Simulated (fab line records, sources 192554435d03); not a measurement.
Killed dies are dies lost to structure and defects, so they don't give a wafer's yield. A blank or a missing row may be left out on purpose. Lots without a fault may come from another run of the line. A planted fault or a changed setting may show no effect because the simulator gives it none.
Chamber matching | flow n5_finfet | N5_HKMG_FIN_ALD_21 on ald_metal-01: 4 sister chambers
The step deposits TiN, target thk 1.5 nm, pulse time 1 s, purge time 3 s. 8 wafers are shown with their chamber, then 10 later ones without.

WAFERS WITH THEIR CHAMBER
wafer  | chamber | heater_power_w (W) | precursor_pulse_height_rel
L078.1 | 2       | 879                | 1.013
L078.6 | 2       | 880                | 1.017
L082.6 | 0       | 909                | 0.994
L083.3 | 1       | 867                | 1.007
L083.4 | 3       | 884                | 1.005
L083.5 | 0       | 927                | 0.995
L084.4 | 3       | 855                | 1.003
L084.5 | 1       | 860                | 1.046

WAFERS WITHOUT THEIR CHAMBER
wafer  | heater_power_w (W) | precursor_pulse_height_rel
L084.6 | 939                | 0.971
L090.1 | 846                | 0.977
L090.2 | 826                | 1.017
L090.3 | 851                | 0.978
L090.4 | 911                | 0.989
L090.5 | 867                | 0.985
L090.6 | 848                | 1.022
L095.1 | 850                | 0.982
L095.4 | 919                | 0.997
L095.5 | 873                | 0.988

WHICH CHAMBER EACH WENT THROUGH
wafer  | from the rows above          | in truth
L084.6 | 0                            | 0
L090.1 | can't be placed: 3 or 1 or 2 | 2
L090.2 | can't be placed: 1 or 3 or 2 | 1
L090.3 | can't be placed: 3 or 2 or 1 | 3
L090.4 | 0                            | 0
L090.5 | can't be placed: 3 or 2 or 1 | 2
L090.6 | can't be placed: 1 or 3 or 2 | 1
L095.1 | can't be placed: 3 or 2 or 1 | 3
L095.4 | 0                            | 0
L095.5 | can't be placed: 3 or 2 or 1 | 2
Placed correctly: 3 of 10. Can't be placed from these rows: 7 (the true chamber is among the candidates in 7). Placed wrongly: 0.
How it was worked out, from the rows above alone: a wafer's distance from a chamber is the root of the sum, over the readings, of the square of ((its reading less the chamber's mean) divided by the reading's scatter). The wafer belongs to the nearest chamber; if the next one is less than 2 further off, it can't be placed. A chamber's mean is the mean of its shown wafers. The scatter: the root of (the sum of the squares of (reading less its chamber's mean) over the shown wafers, divided by (wafers less chambers)).
